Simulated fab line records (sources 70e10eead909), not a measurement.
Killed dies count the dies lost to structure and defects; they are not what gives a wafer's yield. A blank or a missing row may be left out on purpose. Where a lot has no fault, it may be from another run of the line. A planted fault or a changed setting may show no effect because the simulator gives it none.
Which tool did it? | flow nand harc | 12 lots with 36 wafers sampled at 5 steps, on a route of 1302 steps

WHAT THE GAUGES READ, wafer by wafer
NHARC_END_SORT_01.
lot  | measured     | on        | killed at array | killed at other | killed at periphery | killed dies | killed open | killed short
L165 | day 27 15:53 | prober-02 | 61 671 26       | 2 1 2           | 6 5 3               | 69 677 31   | 4 0 2       | 3 0 2
L164 | day 27 16:39 | prober-01 | 52 674 40       | 0 0 0           | 3 3 3               | 55 677 43   | 3 4 3       | 4 4 2

EACH LOT AND THE TOOL THAT RAN IT (in order: tool; ch and the chambers of the sampled wafers; start)
lot  | NHARC_A_CONTACT_ETCH_78            | NHARC_A_CONTACT_ETCH_131             | NHARC_A_CONTACT_ETCH_132             | NHARC_A_CONTACT_ETCH_91
L159 | rie diel-09 ch 0,1,3, day 22 19:58 | har cap etch-01 ch 0,1, day 22 22:04 | har cap etch-01 ch 0,1, day 22 22:14 | rie diel-09 ch 0,1,2, day 22 23:13
L158 | rie diel-09 ch 0,2,3, day 23 01:02 | har cap etch-03 ch 0,1, day 23 03:02 | har cap etch-03 ch 0,1, day 23 03:13 | rie diel-09 ch 1,2,3, day 23 04:12
L160 | rie diel-09 ch 1,2,3, day 23 14:44 | har cap etch-03 ch 0,1, day 23 16:42 | har cap etch-03 ch 0,1, day 23 16:53 | rie diel-09 ch 1,2,3, day 23 17:49
L161 | rie diel-02 ch 1,2, day 24 05:16   | har cap etch-02 ch 0,1, day 24 07:25 | har cap etch-02 ch 0,1, day 24 07:35 | rie diel-02 ch 0,1, day 24 08:34
L165 | rie diel-09 ch 0,1, day 25 01:35   | har cap etch-01 ch 0,1, day 25 04:02 | har cap etch-01 ch 0,1, day 25 04:12 | rie diel-11 ch 0,1,2, day 25 05:08
L164 | rie diel-09 ch 0,1,3, day 25 05:25 | har cap etch-02 ch 0,1, day 25 07:28 | har cap etch-02 ch 0,1, day 25 07:38 | rie diel-09 ch 0,1,3, day 25 08:36
L173 | rie diel-11 ch 0,2, day 28 13:13   | har cap etch-01 ch 0,1, day 28 15:59 | har cap etch-01 ch 0,1, day 28 16:10 | rie diel-09 ch 1,2,3, day 28 17:08
L174 | rie diel-09 ch 1,2,3, day 30 06:27 | har cap etch-03 ch 0,1, day 30 08:32 | har cap etch-03 ch 0,1, day 30 08:43 | rie diel-09 ch 0,1,2, day 30 09:41
L176 | rie diel-02 ch 0,2, day 30 15:31   | har cap etch-01 ch 0,1, day 30 17:41 | har cap etch-01 ch 0,1, day 30 17:51 | rie diel-09 ch 0,2, day 30 18:46
L177 | rie diel-09 ch 0,1,3, day 30 21:59 | har cap etch-03 ch 0,1, day 31 00:05 | har cap etch-03 ch 0,1, day 31 00:15 | rie diel-09 ch 0,1,2, day 31 01:13
L178 | rie diel-09 ch 2,3, day 31 19:05   | har cap etch-01 ch 0,1, day 31 21:19 | har cap etch-01 ch 0,1, day 31 21:30 | rie diel-02 ch 0,1,3, day 31 22:30
L179 | rie diel-09 ch 2,3, day 31 22:28   | har cap etch-03 ch 0,1, day 32 00:34 | har cap etch-03 ch 0,1, day 32 00:44 | rie diel-11 ch 0,1, day 32 01:43
- NHARC_A_CONTACT_ETCH_78: etches the open film in O2/COS, target depth 5300 nm, time 1378 s.
- NHARC_A_CONTACT_ETCH_131: etches the open film in C4F8/O2/Ar, time 197 s, target depth 1918 nm.
- NHARC_A_CONTACT_ETCH_132: etches the open film in C4F8/O2/Ar, time 197 s, target depth 1924 nm.
- NHARC_A_CONTACT_ETCH_91: etches the open film in CH3F/O2, target depth 40 nm, time 85.7 s.

WHAT THE TOOLS THEMSELVES READ (means of the sampled wafers that have a number; where no wafer has one, the mark that the record gives instead)
NHARC_A_CONTACT_ETCH_78.
lot  | tool        | drypump motor current A (A) | oes product au (a.u.) | rf vpp V (V) | showerhead plenum p Torr (Torr) | throttle valve pct (%)
L159 | rie diel-09 | 5.6                         | 1.006                 | 314.6        | 3.13                            | 28.336
L158 | rie diel-09 | 5.5                         | 0.998                 | 313.4        | 3.04                            | 28.321
L160 | rie diel-09 | 5.5                         | 1.001                 | 314.5        | 3.12                            | 28.329
L161 | rie diel-02 | 6.3                         | 0.999                 | 313.7        | 3.09                            | 28.329
L165 | rie diel-09 | 5.3                         | 0.929                 | 312.4        | 2.99                            | 28.335
L164 | rie diel-09 | 5.6                         | 0.919                 | 313.6        | 3.12                            | 28.337
L173 | rie diel-11 | 6.2                         | 1.001                 | 313.0        | 3.03                            | 28.324
L174 | rie diel-09 | 5.5                         | 1.007                 | 313.3        | 3.11                            | 28.326
L176 | rie diel-02 | 5.6                         | 1.014                 | 313.5        | 3.08                            | 28.319
L177 | rie diel-09 | 5.6                         | 1.006                 | 315.0        | 3.11                            | 28.320
L178 | rie diel-09 | 5.7                         | 1.005                 | 314.1        | 3.15                            | 28.336
L179 | rie diel-09 | 5.4                         | 1.002                 | 312.5        | 3.02                            | 28.327

NHARC_A_CONTACT_ETCH_91.
lot  | tool        | ch3f flow sccm (sccm) | drypump motor current A (A) | oes product au (a.u.) | rf vpp V (V) | showerhead plenum p Torr (Torr) | throttle valve pct (%)
L159 | rie diel-09 | 50.01                 | 5.3                         | 0.929                 | 242.6        | 2.36                            | 20.666
L158 | rie diel-09 | 49.89                 | 5.5                         | 0.920                 | 244.5        | 2.46                            | 20.661
L160 | rie diel-09 | 50.02                 | 5.5                         | 0.938                 | 244.6        | 2.46                            | 20.660
L161 | rie diel-02 | 50.15                 | 5.9                         | 0.932                 | 244.8        | 2.48                            | 20.673
L165 | rie diel-11 | 49.86                 | 5.9                         | 0.919                 | 243.8        | 2.43                            | 20.664
L164 | rie diel-09 | 50.10                 | 5.6                         | 0.927                 | 244.9        | 2.46                            | 20.678
L173 | rie diel-09 | 50.15                 | 5.5                         | 0.936                 | 243.8        | 2.45                            | 20.658
L174 | rie diel-09 | 49.91                 | 5.3                         | 0.933                 | 242.4        | 2.34                            | 20.667
L176 | rie diel-09 | 50.04                 | 5.2                         | 0.927                 | 241.4        | 2.27                            | 20.666
L177 | rie diel-09 | 50.03                 | 5.3                         | 0.937                 | 242.5        | 2.34                            | 20.650
L178 | rie diel-02 | 49.85                 | 5.6                         | 0.925                 | 244.7        | 2.43                            | 20.666
L179 | rie diel-11 | 50.05                 | 6.2                         | 0.924                 | 242.9        | 2.36                            | 20.664

THE ANSWER, worked out from the rows above alone
Rule: the lots themselves supply what counts as usual. The widest of any qualifying gaps counts: lots, ordered by their means at a reading, are off when they make up no more than a third of the lots, leave a main group of 4 or more, and stand apart from it by 3 or more times the standard deviation of that group's means. A main group whose means are all the same, to the digits that the tables above print for the reading, isn't used. A lot without any number at a reading at which 4 lots or more have one is off too. Any other lot the step has rows for is counted as sound. Order of review: gauges by route order, followed by the tools' own readings, for which a lot's mean as printed above is used. At the first step where some lot is off, the reading lying furthest off is the one used; lots without a number count as furthest.
Off: L165, L164 (NHARC_A_CONTACT_ETCH_78, oes product au). Main group: mean 1.004 a.u., sd 0.0045.
If a tool, at that step or one of the process steps before it, ran each lot that is off and ran no sound lot following the first of them, it fits. None of those tried fits.

WHAT THE SIMULATOR PUT IN
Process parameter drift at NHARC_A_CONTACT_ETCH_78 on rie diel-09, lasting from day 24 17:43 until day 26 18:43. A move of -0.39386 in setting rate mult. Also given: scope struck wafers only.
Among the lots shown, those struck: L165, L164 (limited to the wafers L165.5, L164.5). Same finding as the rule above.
